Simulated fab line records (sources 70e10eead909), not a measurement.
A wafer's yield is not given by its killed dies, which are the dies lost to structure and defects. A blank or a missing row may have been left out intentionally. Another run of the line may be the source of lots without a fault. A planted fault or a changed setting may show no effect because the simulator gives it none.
Which tool is to blame? :: flow nand_harc :: 12 lots with 36 wafers sampled at 5 steps, on a route of 1159 steps

== WHAT EACH GAUGE READ, for each wafer ==
NHARC_END_SORT_01. Usual: killed_at_array 26, standard deviation 11; killed_at_other 0.4, standard deviation 0.78; killed_at_periphery 3.4, standard deviation 2.4; killed_dies 29, standard deviation 11; killed_open 3.1, standard deviation 1.9; killed_short 1.9, standard deviation 1.4.
lot: L703
measured: day 24 13:12
on: prober-01
killed_at_array: 31 43 36
killed_at_other: 0 0 2
killed_at_periphery: 4 2 1
killed_dies: 35 45 39
killed_open: 1 1 1
killed_short: 0 0 1
flag: 

== WHICH TOOL RAN EACH LOT (tool, then ch and the chambers of the sampled wafers, then the start) ==
lot: L691
NHARC_P_ZERO_WELL_RTA_42: rtp_anneal-01 ch 0, day 2 00:59
NHARC_P_GATE_DESCUM_13: rie_diel-04 ch 0,1,3, day 4 04:23
NHARC_P_GATE_DEP_103: pecvd-01 ch 0,1,2, day 4 19:37
NHARC_P_GATE_STRIP_101: rie_diel-06 ch 0,3, day 5 07:24

lot: L693
NHARC_P_ZERO_WELL_RTA_42: rtp_anneal-01 ch 0, day 2 13:01
NHARC_P_GATE_DESCUM_13: rie_diel-13 ch 0,3, day 4 17:46
NHARC_P_GATE_DEP_103: pecvd-04 ch 0,1, day 5 07:48
NHARC_P_GATE_STRIP_101: rie_diel-13 ch 0,1,2, day 5 20:30

lot: L694
NHARC_P_ZERO_WELL_RTA_42: rtp_anneal-02 ch 0, day 2 19:01
NHARC_P_GATE_DESCUM_13: rie_diel-04 ch 1,2,3, day 5 01:26
NHARC_P_GATE_DEP_103: pecvd-01 ch 0,1,2, day 5 16:38
NHARC_P_GATE_STRIP_101: rie_diel-04 ch 0,1, day 6 05:12

lot: L695
NHARC_P_ZERO_WELL_RTA_42: rtp_anneal-02 ch 0, day 3 00:51
NHARC_P_GATE_DESCUM_13: rie_diel-06 ch 1,3, day 5 07:10
NHARC_P_GATE_DEP_103: pecvd-01 ch 0,2, day 5 21:49
NHARC_P_GATE_STRIP_101: rie_diel-04 ch 0,1,2, day 6 09:45

lot: L697
NHARC_P_ZERO_WELL_RTA_42: rtp_anneal-01 ch 0, day 3 12:56
NHARC_P_GATE_DESCUM_13: rie_diel-13 ch 0,1,2, day 5 20:10
NHARC_P_GATE_DEP_103: pecvd-03 ch 0,2, day 6 09:02
NHARC_P_GATE_STRIP_101: rie_diel-04 ch 0,1,2, day 6 20:40

lot: L700
NHARC_P_ZERO_WELL_RTA_42: rtp_anneal-02 ch 0, day 4 07:07
NHARC_P_GATE_DESCUM_13: rie_diel-04 ch 1,2,3, day 6 16:01
NHARC_P_GATE_DEP_103: pecvd-03 ch 0,2, day 7 05:01
NHARC_P_GATE_STRIP_101: rie_diel-04 ch 0,1,2, day 7 18:53

lot: L702
NHARC_P_ZERO_WELL_RTA_42: rtp_anneal-01 ch 0, day 4 19:01
NHARC_P_GATE_DESCUM_13: rie_diel-06 ch 0,1,3, day 7 06:49
NHARC_P_GATE_DEP_103: pecvd-01 ch 0,2, day 7 20:02
NHARC_P_GATE_STRIP_101: rie_diel-04 ch 0,2,3, day 8 11:17

lot: L703
NHARC_P_ZERO_WELL_RTA_42: rtp_anneal-02 ch 0, day 5 00:38
NHARC_P_GATE_DESCUM_13: rie_diel-04 ch 0,1,3, day 7 06:38
NHARC_P_GATE_DEP_103: pecvd-01 ch 1,2, day 7 19:14
NHARC_P_GATE_STRIP_101: rie_diel-04 ch 0,2, day 8 07:41

lot: L706
NHARC_P_ZERO_WELL_RTA_42: rtp_anneal-01 ch 0, day 5 18:52
NHARC_P_GATE_DESCUM_13: rie_diel-13 ch 1,2,3, day 8 01:48
NHARC_P_GATE_DEP_103: pecvd-03 ch 0,2, day 8 16:40
NHARC_P_GATE_STRIP_101: rie_diel-13 ch 0,2,3, day 9 04:31

lot: L707
NHARC_P_ZERO_WELL_RTA_42: rtp_anneal-01 ch 0, day 6 01:01
NHARC_P_GATE_DESCUM_13: rie_diel-13 ch 0,1,3, day 8 09:18
NHARC_P_GATE_DEP_103: pecvd-03 ch 0,2, day 9 00:38
NHARC_P_GATE_STRIP_101: rie_diel-06 ch 0,2, day 9 15:32

lot: L708
NHARC_P_ZERO_WELL_RTA_42: rtp_anneal-02 ch 0, day 6 06:50
NHARC_P_GATE_DESCUM_13: rie_diel-04 ch 0,3, day 8 14:56
NHARC_P_GATE_DEP_103: pecvd-03 ch 0,1, day 9 05:00
NHARC_P_GATE_STRIP_101: rie_diel-04 ch 0,2,3, day 9 16:56

lot: L712
NHARC_P_ZERO_WELL_RTA_42: rtp_anneal-01 ch 0, day 7 06:46
NHARC_P_GATE_DESCUM_13: rie_diel-13 ch 0,2, day 9 16:22
NHARC_P_GATE_DEP_103: pecvd-03 ch 0,2, day 10 06:13
NHARC_P_GATE_STRIP_101: rie_diel-04 ch 1,2, day 10 20:04
- NHARC_P_ZERO_WELL_RTA_42: time 300 s.
- NHARC_P_GATE_DESCUM_13: chemistry O2, time 3 s.
- NHARC_P_GATE_DEP_103: deposits SiON, target thk 30 nm.
- NHARC_P_GATE_STRIP_101: strips in O2, time 20 s.

== AS READ BY THE TOOLS THEMSELVES (means over the sampled wafers that have a number; for cases with no such wafer, the mark the record gives instead) ==
NHARC_P_ZERO_WELL_RTA_42. Usual: lamp_power_pct 36.9 %, standard deviation 1.8; lamp_zone_5_pct 36.9 %, standard deviation 1.8; wafer_temp_C_max 1104.6, standard deviation 1.2.
lot: L691
tool: rtp_anneal-01
lamp_power_pct (%): 38.8
lamp_zone_5_pct (%): 38.8
wafer_temp_C_max: 1104.9
flag: 

lot: L693
tool: rtp_anneal-01
lamp_power_pct (%): 38.7
lamp_zone_5_pct (%): 38.8
wafer_temp_C_max: 1105.4
flag: 

lot: L694
tool: rtp_anneal-02
lamp_power_pct (%): 35.1
lamp_zone_5_pct (%): 35.1
wafer_temp_C_max: 1103.6
flag: 

lot: L695
tool: rtp_anneal-02
lamp_power_pct (%): 35.1
lamp_zone_5_pct (%): 35.1
wafer_temp_C_max: 1104.1
flag: 

lot: L697
tool: rtp_anneal-01
lamp_power_pct (%): 38.7
lamp_zone_5_pct (%): 38.7
wafer_temp_C_max: 1105.4
flag: 

lot: L700
tool: rtp_anneal-02
lamp_power_pct (%): 35.1
lamp_zone_5_pct (%): 35.1
wafer_temp_C_max: 1103.6
flag: 

lot: L702
tool: rtp_anneal-01
lamp_power_pct (%): 38.8
lamp_zone_5_pct (%): 38.7
wafer_temp_C_max: 1104.4
flag: 

lot: L703
tool: rtp_anneal-02
lamp_power_pct (%): 35.0
lamp_zone_5_pct (%): 35.1
wafer_temp_C_max: 1104.0
flag: 

lot: L706
tool: rtp_anneal-01
lamp_power_pct (%): 38.8
lamp_zone_5_pct (%): 38.8
wafer_temp_C_max: 1105.1
flag: 

lot: L707
tool: rtp_anneal-01
lamp_power_pct (%): 38.7
lamp_zone_5_pct (%): 38.7
wafer_temp_C_max: 1106.3
flag: 

lot: L708
tool: rtp_anneal-02
lamp_power_pct (%): 35.1
lamp_zone_5_pct (%): 35.1
wafer_temp_C_max: 1104.0
flag: 

lot: L712
tool: rtp_anneal-01
lamp_power_pct (%): 38.7
lamp_zone_5_pct (%): 38.8
wafer_temp_C_max: 1106.1
flag: 

NHARC_P_GATE_DESCUM_13. Usual: chamber_pressure_mTorr 60.01 mTorr, standard deviation 0.053; drypump_motor_current_A 5.8 A, standard deviation 0.46; oes_product_au 0.998 a.u., standard deviation 0.0093; rf_vpp_V 57.8 V, standard deviation 0.89; showerhead_plenum_p_Torr 1.91 Torr, standard deviation 0.089; throttle_valve_pct 11.310 %, standard deviation 0.0081.
lot: L691
tool: rie_diel-04
chamber_pressure_mTorr (mTorr): 60.05
drypump_motor_current_A (A): 5.5
oes_product_au (a.u.): 1.004
rf_vpp_V (V): 58.1
showerhead_plenum_p_Torr (Torr): 1.95
throttle_valve_pct (%): 11.307
flag: 

lot: L693
tool: rie_diel-13
chamber_pressure_mTorr (mTorr): 59.98
drypump_motor_current_A (A): 5.5
oes_product_au (a.u.): 0.986
rf_vpp_V (V): 57.1
showerhead_plenum_p_Torr (Torr): 1.85
throttle_valve_pct (%): 11.313
flag: 

lot: L694
tool: rie_diel-04
chamber_pressure_mTorr (mTorr): 60.03
drypump_motor_current_A (A): 5.4
oes_product_au (a.u.): 0.996
rf_vpp_V (V): 57.1
showerhead_plenum_p_Torr (Torr): 1.93
throttle_valve_pct (%): 11.316
flag: 

lot: L695
tool: rie_diel-06
chamber_pressure_mTorr (mTorr): 60.04
drypump_motor_current_A (A): 6.4
oes_product_au (a.u.): 1.000
rf_vpp_V (V): 58.2
showerhead_plenum_p_Torr (Torr): 1.94
throttle_valve_pct (%): 11.320
flag: 

lot: L697
tool: rie_diel-13
chamber_pressure_mTorr (mTorr): 60.01
drypump_motor_current_A (A): 5.9
oes_product_au (a.u.): 0.999
rf_vpp_V (V): 57.8
showerhead_plenum_p_Torr (Torr): 1.86
throttle_valve_pct (%): 11.313
flag: 

lot: L700
tool: rie_diel-04
chamber_pressure_mTorr (mTorr): 59.99
drypump_motor_current_A (A): 5.5
oes_product_au (a.u.): 0.992
rf_vpp_V (V): 57.5
showerhead_plenum_p_Torr (Torr): 1.93
throttle_valve_pct (%): 11.313
flag: 

lot: L702
tool: rie_diel-06
chamber_pressure_mTorr (mTorr): 59.97
drypump_motor_current_A (A): 6.2
oes_product_au (a.u.): 1.006
rf_vpp_V (V): 57.7
showerhead_plenum_p_Torr (Torr): 1.93
throttle_valve_pct (%): 11.314
flag: 

lot: L703
tool: rie_diel-04
chamber_pressure_mTorr (mTorr): 60.04
drypump_motor_current_A (A): 5.5
oes_product_au (a.u.): 0.989
rf_vpp_V (V): 58.0
showerhead_plenum_p_Torr (Torr): 1.95
throttle_valve_pct (%): 11.320
flag: 

lot: L706
tool: rie_diel-13
chamber_pressure_mTorr (mTorr): 60.01
drypump_motor_current_A (A): 5.7
oes_product_au (a.u.): 0.999
rf_vpp_V (V): 57.8
showerhead_plenum_p_Torr (Torr): 1.80
throttle_valve_pct (%): 11.314
flag: 

lot: L707
tool: rie_diel-13
chamber_pressure_mTorr (mTorr): 59.93
drypump_motor_current_A (A): 5.4
oes_product_au (a.u.): 0.998
rf_vpp_V (V): 57.0
showerhead_plenum_p_Torr (Torr): 1.86
throttle_valve_pct (%): 11.312
flag: 

lot: L708
tool: rie_diel-04
chamber_pressure_mTorr (mTorr): 60.01
drypump_motor_current_A (A): 5.3
oes_product_au (a.u.): 0.983
rf_vpp_V (V): 58.1
showerhead_plenum_p_Torr (Torr): 1.87
throttle_valve_pct (%): 11.305
flag: 

lot: L712
tool: rie_diel-13
chamber_pressure_mTorr (mTorr): 60.06
drypump_motor_current_A (A): 6.2
oes_product_au (a.u.): 1.000
rf_vpp_V (V): 57.2
showerhead_plenum_p_Torr (Torr): 1.83
throttle_valve_pct (%): 11.303
flag: 

NHARC_P_GATE_DEP_103. Usual: 744 W for heater_power_w, sd 130.
lot: L691
tool: pecvd-01
heater_power_w (W): 746
flag: 

lot: L693
tool: pecvd-04
heater_power_w (W): 721
flag: 

lot: L694
tool: pecvd-01
heater_power_w (W): 774
flag: 

lot: L695
tool: pecvd-01
heater_power_w (W): 773
flag: 

lot: L697
tool: pecvd-03
heater_power_w (W): 831
flag: 

lot: L700
tool: pecvd-03
heater_power_w (W): 903
flag: 

lot: L702
tool: pecvd-01
heater_power_w (W): 816
flag: 

lot: L703
tool: pecvd-01
heater_power_w (W): 691
flag: 

lot: L706
tool: pecvd-03
heater_power_w (W): 889
flag: 

lot: L707
tool: pecvd-03
heater_power_w (W): 787
flag: 

lot: L708
tool: pecvd-03
heater_power_w (W): 788
flag: 

lot: L712
tool: pecvd-03
heater_power_w (W): 802
flag: 

NHARC_P_GATE_STRIP_101. Usual: chamber_pressure_mTorr 59.99 mTorr, standard deviation 0.062; drypump_motor_current_A 5.8 A, standard deviation 0.44; oes_product_au 0.999 a.u., standard deviation 0.0074; rf_vpp_V 57.7 V, standard deviation 0.89; showerhead_plenum_p_Torr 3.53 Torr, standard deviation 0.15; throttle_valve_pct 17.037 %, standard deviation 0.009.
lot: L691
tool: rie_diel-06
chamber_pressure_mTorr (mTorr): 59.97
drypump_motor_current_A (A): 6.2
oes_product_au (a.u.): 1.001
rf_vpp_V (V): 56.6
showerhead_plenum_p_Torr (Torr): 3.43
throttle_valve_pct (%): 17.027
flag: 

lot: L693
tool: rie_diel-13
chamber_pressure_mTorr (mTorr): 60.00
drypump_motor_current_A (A): 5.8
oes_product_au (a.u.): 0.997
rf_vpp_V (V): 57.6
showerhead_plenum_p_Torr (Torr): 3.43
throttle_valve_pct (%): 17.039
flag: 

lot: L694
tool: rie_diel-04
chamber_pressure_mTorr (mTorr): 60.02
drypump_motor_current_A (A): 5.8
oes_product_au (a.u.): 1.001
rf_vpp_V (V): 57.5
showerhead_plenum_p_Torr (Torr): 3.67
throttle_valve_pct (%): 17.036
flag: 

lot: L695
tool: rie_diel-04
chamber_pressure_mTorr (mTorr): 60.04
drypump_motor_current_A (A): 5.7
oes_product_au (a.u.): 1.001
rf_vpp_V (V): 58.2
showerhead_plenum_p_Torr (Torr): 3.63
throttle_valve_pct (%): 17.035
flag: 

lot: L697
tool: rie_diel-04
chamber_pressure_mTorr (mTorr): 59.98
drypump_motor_current_A (A): 5.7
oes_product_au (a.u.): 1.003
rf_vpp_V (V): 58.5
showerhead_plenum_p_Torr (Torr): 3.63
throttle_valve_pct (%): 17.036
flag: 

lot: L700
tool: rie_diel-04
chamber_pressure_mTorr (mTorr): 60.03
drypump_motor_current_A (A): 5.7
oes_product_au (a.u.): 0.997
rf_vpp_V (V): 57.9
showerhead_plenum_p_Torr (Torr): 3.63
throttle_valve_pct (%): 17.035
flag: 

lot: L702
tool: rie_diel-04
chamber_pressure_mTorr (mTorr): 59.93
drypump_motor_current_A (A): 5.6
oes_product_au (a.u.): 0.993
rf_vpp_V (V): 57.7
showerhead_plenum_p_Torr (Torr): 3.50
throttle_valve_pct (%): 17.040
flag: 

lot: L703
tool: rie_diel-04
chamber_pressure_mTorr (mTorr): 60.01
drypump_motor_current_A (A): 5.8
oes_product_au (a.u.): 0.999
rf_vpp_V (V): 57.2
showerhead_plenum_p_Torr (Torr): 3.57
throttle_valve_pct (%): 17.037
flag: 

lot: L706
tool: rie_diel-13
chamber_pressure_mTorr (mTorr): 59.97
drypump_motor_current_A (A): 5.8
oes_product_au (a.u.): 1.001
rf_vpp_V (V): 56.7
showerhead_plenum_p_Torr (Torr): 3.40
throttle_valve_pct (%): 17.041
flag: 

lot: L707
tool: rie_diel-06
chamber_pressure_mTorr (mTorr): 60.05
drypump_motor_current_A (A): 6.3
oes_product_au (a.u.): 0.995
rf_vpp_V (V): 58.2
showerhead_plenum_p_Torr (Torr): 3.61
throttle_valve_pct (%): 17.036
flag: 

lot: L708
tool: rie_diel-04
chamber_pressure_mTorr (mTorr): 59.94
drypump_motor_current_A (A): 5.6
oes_product_au (a.u.): 0.990
rf_vpp_V (V): 57.9
showerhead_plenum_p_Torr (Torr): 3.50
throttle_valve_pct (%): 17.041
flag: 

lot: L712
tool: rie_diel-04
chamber_pressure_mTorr (mTorr): 60.00
drypump_motor_current_A (A): 5.6
oes_product_au (a.u.): 1.001
rf_vpp_V (V): 58.5
showerhead_plenum_p_Torr (Torr): 3.67
throttle_valve_pct (%): 17.035
flag: 

== THE ANSWER, worked out from the rows above alone ==
Rule: lot off if the mean of its wafers having a number is beyond 3 standard deviations from the usual mean. Also off: a lot with no number at a reading for which 4 or more lots have one. The other lots that the step has rows for count as sound. Order of review: gauges by route order, followed by the tools' own readings, for which a lot's mean as printed above is used. The first step at which some lot is off is used, and at that step the reading that is off furthest; a lot without a number counts as furthest.
No lot is off on any of the readings shown, so nothing can be concluded from this.

== WHAT HAD BEEN PUT IN BY THE SIMULATOR ==
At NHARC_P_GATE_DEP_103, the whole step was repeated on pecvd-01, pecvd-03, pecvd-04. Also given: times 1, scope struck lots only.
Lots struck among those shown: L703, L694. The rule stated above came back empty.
